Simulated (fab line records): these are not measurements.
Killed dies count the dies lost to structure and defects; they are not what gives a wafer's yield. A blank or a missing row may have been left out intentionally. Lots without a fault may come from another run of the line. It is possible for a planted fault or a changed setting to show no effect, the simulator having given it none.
Which tool did it?	flow nand-harc	72 wafers from 24 lots sampled at 5 of the route's 1302 steps

## WHAT THE GAUGES READ, wafer by wafer
NHARC_P_BONDPAD_CD_MEAS_13. Usual: cd-nm reads 498.8 nm (standard deviation 2.2).
lot	measured	on	cd-nm (nm)	flag
L074	day 7 00:00	cd-sem-01	498.4 497.6 496.6	
L075	day 7 05:28	cd-sem-01	501.9 501.0 500.0	
L076	day 7 15:19	cd-sem-01	499.7 501.3 499.7	
L077	day 7 21:11	cd-sem-01	496.9 499.2 500.5	
L078	day 8 07:23	cd-sem-01	503.9 498.5 499.3	
L079	day 9 08:25	cd-sem-01	500.6 498.3 501.0	
L080	day 9 20:25	cd-sem-01	498.7 495.9 496.1	
L081	day 10 02:34	cd-sem-01	500.4 498.2 500.1	
L082	day 10 05:34	cd-sem-01	500.7 503.5 500.9	
L084	day 10 17:46	cd-sem-03	496.7 502.0 502.2	
L083	day 10 19:27	cd-sem-03	497.0 501.1 500.6	
L085	day 11 11:54	cd-sem-02	495.3 498.0 500.6	
L086	day 11 18:56	cd-sem-02	495.5 496.9 496.6	
L087	day 11 20:44	cd-sem-02	500.0 500.9 499.6	
L088	day 12 20:27	cd-sem-02	496.4 499.5 497.8	
L089	day 13 01:56	cd-sem-03	496.4 496.1 498.2	
L090	day 13 13:50	cd-sem-01	498.9 497.5 496.7	
L091	day 13 14:24	cd-sem-01	500.3 499.7 498.0	
L092	day 14 02:26	cd-sem-02	497.0 497.5 498.3	
L093	day 14 19:19	cd-sem-02	500.2 499.5 498.5	
L094	day 14 23:32	cd-sem-02	503.2 503.6 503.4	
L095	day 15 17:28	cd-sem-01	497.4 497.3 496.9	
L096	day 15 19:05	cd-sem-01	496.6 493.1 496.2	
L097	day 16 02:48	cd-sem-02	496.5 495.9 497.8	

NHARC_A_ZERO_WELL_CD_MEAS_10 targets a cd of 2000 nm. Usual: cd-nm reads 2000.0 nm (standard deviation 1.6).
lot	measured	on	cd-nm (nm)	flag
L074	day 7 03:38	cd-sem-01	2001.8 2000.2 2002.1	
L075	day 7 09:19	cd-sem-01	2002.6 2001.5 1998.9	
L076	day 7 18:52	cd-sem-03	2000.0 1998.3 1999.6	
L077	day 8 00:44	cd-sem-01	1999.1 2000.8 1999.3	
L078	day 8 10:55	cd-sem-03	1998.5 1996.6 1998.9	
L079	day 9 11:57	cd-sem-03	2000.7 2001.7 2001.3	
L080	day 9 23:52	cd-sem-01	1999.3 1998.2 1998.3	
L081	day 10 06:01	cd-sem-03	1999.2 1999.1 1998.1	
L082	day 10 09:07	cd-sem-01	2000.4 2001.8 2001.3	
L084	day 10 21:18	cd-sem-03	1999.8 1999.3 1997.6	
L083	day 10 23:00	cd-sem-01	1999.0 1999.5 1999.2	
L085	day 11 15:46	cd-sem-02	1998.7 1998.2 1999.6	
L086	day 11 22:30	cd-sem-02	1998.6 1999.1 1998.6	
L087	day 12 00:17	cd-sem-02	1999.3 2000.1 1996.7	
L088	day 13 00:02	cd-sem-03	2001.1 2000.0 2001.9	
L089	day 13 05:31	cd-sem-03	2000.9 2001.2 1999.8	
L090	day 13 17:16	cd-sem-01	2003.0 2003.2 2001.0	
L091	day 13 17:52	cd-sem-01	2000.7 2002.4 2004.3	
L092	day 14 06:01	cd-sem-01	1998.5 1998.9 1998.7	
L093	day 14 22:52	cd-sem-01	2000.8 2000.3 1999.9	
L094	day 15 03:05	cd-sem-02	1999.2 1998.6 2001.8	
L095	day 15 21:01	cd-sem-03	1999.4 1999.9 2000.5	
L096	day 15 22:43	cd-sem-03	2001.1 2000.7 2002.2	
L097	day 16 06:13	cd-sem-01	2001.5 2000.7 2002.3	

NHARC_A_ONON_D1_THK_MEAS_05: measures by ellipsometry. Usual: thk-nm reads 998 nm (standard deviation 9.7).
lot	measured	on	thk-nm (nm)	flag
L074	day 8 04:02	film-metro-02	1009 1010 1008	
L075	day 8 08:34	film-metro-02	980 979 980	
L076	day 8 18:08	film-metro-02	1006 1005 1005	
L077	day 9 00:36	film-metro-01	988 988 987	
L078	day 9 12:56	film-metro-01	987 988 988	
L079	day 10 10:41	film-metro-02	986 986 985	
L080	day 10 23:20	film-metro-01	1005 1004 1005	
L081	day 11 05:32	film-metro-01	1006 1004 1005	
L082	day 11 09:05	film-metro-02	1010 1009 1012	
L084	day 11 20:47	film-metro-01	989 988 991	
L083	day 11 20:39	film-metro-02	986 986 988	
L085	day 12 14:22	film-metro-02	1007 1008 1006	
L086	day 12 22:12	film-metro-01	990 990 989	
L087	day 12 22:12	film-metro-02	1001 999 1001	
L088	day 14 02:13	film-metro-01	985 985 982	
L089	day 14 08:50	film-metro-01	1013 1012 1012	
L090	day 14 18:20	film-metro-02	1003 1002 1005	
L091	day 14 18:21	film-metro-01	997 996 995	
L092	day 15 04:23	film-metro-02	1007 1005 1005	
L093	day 16 00:10	film-metro-02	1004 1005 1004	
L094	day 16 00:09	film-metro-01	1010 1010 1010	
L095	day 16 19:47	film-metro-01	1006 1005 1004	
L096	day 16 19:25	film-metro-01	988 986 988	
L097	day 17 05:52	film-metro-01	999 999 1000	

## WHICH TOOL RAN EACH LOT (tool, then ch and the chambers of the sampled wafers, then the start)
lot	NHARC_P_BONDPAD_ACTIVATE_29	NHARC_A_ZERO_WELL_RTA_16
L074	rie-diel-07 ch 1,2,3, day 7 02:25	rtp-anneal-02 ch 0, day 7 04:56
L075	rie-diel-07 ch 0,1,2, day 7 08:07	rtp-anneal-01 ch 0, day 7 10:38
L076	rie-diel-01 ch 2,3, day 7 17:37	rtp-anneal-02 ch 0, day 7 20:12
L077	rie-diel-01 ch 0,2,3, day 7 23:31	rtp-anneal-01 ch 0, day 8 02:00
L078	rie-diel-01 ch 0,1,3, day 8 09:41	rtp-anneal-02 ch 0, day 8 12:11
L079	rie-diel-06 ch 1,2, day 9 10:43	rtp-anneal-02 ch 0, day 9 13:16
L080	rie-diel-01 ch 0,1,3, day 9 22:44	rtp-anneal-01 ch 0, day 10 01:10
L081	rie-diel-01 ch 0,1,3, day 10 04:54	rtp-anneal-02 ch 0, day 10 07:16
L082	rie-diel-01 ch 0,1,2, day 10 07:54	rtp-anneal-01 ch 0, day 10 10:23
L084	rie-diel-07 ch 2,3, day 10 20:02	rtp-anneal-01 ch 0, day 10 22:35
L083	rie-diel-01 ch 0,2,3, day 10 21:44	rtp-anneal-01 ch 0, day 11 00:19
L085	rie-diel-07 ch 0,1,2, day 11 14:31	rtp-anneal-01 ch 0, day 11 17:04
L086	rie-diel-07 ch 0,2,3, day 11 21:16	rtp-anneal-02 ch 0, day 12 00:20
L087	rie-diel-01 ch 0,1, day 11 23:04	rtp-anneal-02 ch 0, day 12 01:34
L088	rie-diel-01 ch 1,2, day 12 22:47	rtp-anneal-01 ch 0, day 13 01:22
L089	rie-diel-07 ch 2,3, day 13 04:16	rtp-anneal-01 ch 0, day 13 06:50
L090	rie-diel-01 ch 1,2, day 13 16:08	rtp-anneal-01 ch 0, day 13 18:39
L091	rie-diel-06 ch 0,2,3, day 13 16:43	rtp-anneal-01 ch 0, day 13 19:07
L092	rie-diel-01 ch 1,2,3, day 14 04:47	rtp-anneal-01 ch 0, day 14 07:16
L093	rie-diel-07 ch 0,2,3, day 14 21:45	rtp-anneal-01 ch 0, day 15 00:10
L094	rie-diel-07 ch 1,3, day 15 01:51	rtp-anneal-02 ch 0, day 15 04:23
L095	rie-diel-07 ch 0,1,2, day 15 19:47	rtp-anneal-02 ch 0, day 15 22:17
L096	rie-diel-06 ch 1,2, day 15 21:24	rtp-anneal-02 ch 0, day 16 00:04
L097	rie-diel-01 ch 0,2,3, day 16 05:05	rtp-anneal-01 ch 0, day 16 07:34
- NHARC_P_BONDPAD_ACTIVATE_29: chemistry N2, time 60 s.
- NHARC_A_ZERO_WELL_RTA_16: time 10 s.

## AS READ BY THE TOOLS THEMSELVES (means over the sampled wafers that have a number; for cases with no such wafer, the mark the record gives instead)
NHARC_P_BONDPAD_ACTIVATE_29. Usual: drypump-motor-current-A 5.9 A, standard deviation 0.33; oes-product-au 0.999 a.u., standard deviation 0.0094; rf-vpp-V 63.9 V, standard deviation 0.86; showerhead-plenum-p-Torr 1.74 Torr, standard deviation 0.055.
lot	tool	drypump-motor-current-A (A)	oes-product-au (a.u.)	rf-vpp-V (V)	showerhead-plenum-p-Torr (Torr)	flag
L074	rie-diel-07	6.2	0.993	64.2	1.76	
L075	rie-diel-07	5.9	0.999	64.1	1.73	
L076	rie-diel-01	6.0	0.994	63.5	1.73	
L077	rie-diel-01	6.1	1.001	64.2	1.74	
L078	rie-diel-01	5.8	0.998	63.6	1.78	
L079	rie-diel-06	6.0	1.009	62.9	1.68	
L080	rie-diel-01	5.8	1.008	63.9	1.78	
L081	rie-diel-01	5.8	0.997	64.0	1.78	
L082	rie-diel-01	5.9	0.996	64.4	1.74	
L084	rie-diel-07	6.2	1.000	63.8	1.78	
L083	rie-diel-01	6.1	0.994	63.2	1.73	
L085	rie-diel-07	5.9	0.999	63.5	1.73	
L086	rie-diel-07	6.1	0.997	64.0	1.76	
L087	rie-diel-01	5.7	0.998	64.5	1.79	
L088	rie-diel-01	5.5	0.994	64.1	1.73	
L089	rie-diel-07	6.2	0.996	64.0	1.78	
L090	rie-diel-01	5.5	0.998	63.7	1.73	
L091	rie-diel-06	6.1	1.006	63.3	1.68	
L092	rie-diel-01	5.7	1.001	63.1	1.73	
L093	rie-diel-07	6.1	0.999	64.4	1.76	
L094	rie-diel-07	6.0	0.997	63.5	1.73	
L095	rie-diel-07	5.9	0.991	63.7	1.73	
L096	rie-diel-06	5.8	1.014	63.5	1.71	
L097	rie-diel-01	6.0	1.000	64.6	1.73	

NHARC_A_ZERO_WELL_RTA_16. Usual: lamp-power-pct 30 %, standard deviation 4.8; lamp_zone_3_pct 30 %, standard deviation 4.8; lamp_zone_4_pct 30 %, standard deviation 4.7; wafer_temp_C_max 1004.4, standard deviation 1.2.
lot	tool	lamp-power-pct (%)	lamp_zone_3_pct (%)	lamp_zone_4_pct (%)	wafer_temp_C_max	flag
L074	rtp-anneal-02	24	24	24	1003.6	
L075	rtp-anneal-01	34	34	34	1005.5	
L076	rtp-anneal-02	24	24	24	1003.4	
L077	rtp-anneal-01	34	34	34	1004.8	
L078	rtp-anneal-02	24	24	24	1003.0	
L079	rtp-anneal-02	24	24	24	1002.7	
L080	rtp-anneal-01	34	34	34	1005.1	
L081	rtp-anneal-02	24	24	24	1003.7	
L082	rtp-anneal-01	34	34	34	1004.3	
L084	rtp-anneal-01	34	34	34	1005.9	
L083	rtp-anneal-01	34	34	34	1004.9	
L085	rtp-anneal-01	34	34	34	1005.5	
L086	rtp-anneal-02	24	24	24	1003.5	
L087	rtp-anneal-02	24	24	24	1003.3	
L088	rtp-anneal-01	34	34	34	1005.4	
L089	rtp-anneal-01	34	34	34	1004.5	
L090	rtp-anneal-01	34	34	34	1005.4	
L091	rtp-anneal-01	34	34	34	1006.1	
L092	rtp-anneal-01	34	34	34	1005.4	
L093	rtp-anneal-01	34	34	34	1006.1	
L094	rtp-anneal-02	24	24	24	1002.5	
L095	rtp-anneal-02	24	24	24	1003.7	
L096	rtp-anneal-02	24	24	24	1003.6	
L097	rtp-anneal-01	34	34	34	1004.2	

## THE ANSWER, worked out from the rows above alone
Rule: a lot counts as off when the mean over its wafers that have a number is more than 3 standard deviations away from the usual mean. A lot without any number at a reading at which 4 lots or more have one is off too. Any other lot the step has rows for is counted as sound. The gauges are gone through in route order, then the tools' own readings, and for those a lot's mean is taken as printed above. The first step at which some lot is off is used, and at that step the reading that is off furthest; a lot without a number counts as furthest.
Across all readings shown, no lot is off: no conclusion can be drawn from this.

## WHAT THE SIMULATOR HAD PUT IN
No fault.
